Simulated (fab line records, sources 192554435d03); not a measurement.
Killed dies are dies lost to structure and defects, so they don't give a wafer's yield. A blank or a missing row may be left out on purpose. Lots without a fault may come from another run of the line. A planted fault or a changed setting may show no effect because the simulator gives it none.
One fault seen from 2 desks | flow n5_finfet | each desk has only its own numbers; what lay behind them comes last

THE TOOL OWNER'S DESK: pecvd-03
The tool's own readings at N5_BEOL_M0_SAQP_ILD_DEP_01 (deposits SiOC from DEMS/O2, target thk 45.419 nm, time 8.7 s): means of the sampled wafers that have a number, for each lot that ran on this tool. A lot is out of limits, marked OUT, if its mean lies more than 4 standard deviations from the usual mean; the brackets give that distance.
Columns: A = heater_power_w at N5_BEOL_M0_SAQP_ILD_DEP_01, usual 482 W; B = showerhead_plenum_p_Torr at N5_BEOL_M0_SAQP_ILD_DEP_01, usual 5.699 Torr; C = throttle_valve_pct at N5_BEOL_M0_SAQP_ILD_DEP_01, usual 11.6 %
lot  | first seen here | A   | B     | C
L102 | day 5 20:19     | 437 | 5.714 | 11.3
L114 | day 8 23:05     | 439 | 5.707 | 11.6
L117 | day 9 17:40     | 406 | 5.709 | 11.0
This desk's finding: nothing out of limits on any of the 3 lots.

THE METROLOGY DESK
What the gauges read, lot by lot, whatever tool the lot ran on: means of the sampled wafers that have a number. A lot is out of limits, marked OUT, if its mean lies more than 4 standard deviations from the usual mean; the brackets give that distance. Of its 10 readings 7 are shown: those that lie furthest out on some lot.
Columns: A = IOFF_P at N5_BEOL_M4_RC_MEAS_101, usual 0.219 nA/um; B = ION_N at N5_BEOL_M4_RC_MEAS_101, usual 675 uA/um; C = ION_P at N5_BEOL_M4_RC_MEAS_101, usual 464 uA/um; D = SS_N at N5_BEOL_M4_RC_MEAS_101, usual 71.5 mV/dec; E = SS_P at N5_BEOL_M4_RC_MEAS_101, usual 73.4 mV/dec; F = VT_N at N5_BEOL_M4_RC_MEAS_101, usual 249.7 mV; G = VT_P at N5_BEOL_M4_RC_MEAS_101, usual -250 mV
lot  | first seen here | A     | B   | C   | D    | E    | F     | G
L102 | day 8 15:10     | 0.185 | 667 | 456 | 71.4 | 73.3 | 249.5 | -253
L114 | day 11 18:33    | 0.240 | 672 | 464 | 72.0 | 74.0 | 250.1 | -247
L117 | day 12 08:04    | 0.247 | 687 | 470 | 71.8 | 73.9 | 247.2 | -246
L121 | day 13 10:13    | 0.178 | 664 | 453 | 71.1 | 73.7 | 252.3 | -254
This desk's finding: nothing out of limits on any of the 4 lots.

PUT TOGETHER
The tool owner's desk saw nothing out of limits.
The metrology desk saw nothing out of limits.

WHAT THE SIMULATOR HAD PUT IN
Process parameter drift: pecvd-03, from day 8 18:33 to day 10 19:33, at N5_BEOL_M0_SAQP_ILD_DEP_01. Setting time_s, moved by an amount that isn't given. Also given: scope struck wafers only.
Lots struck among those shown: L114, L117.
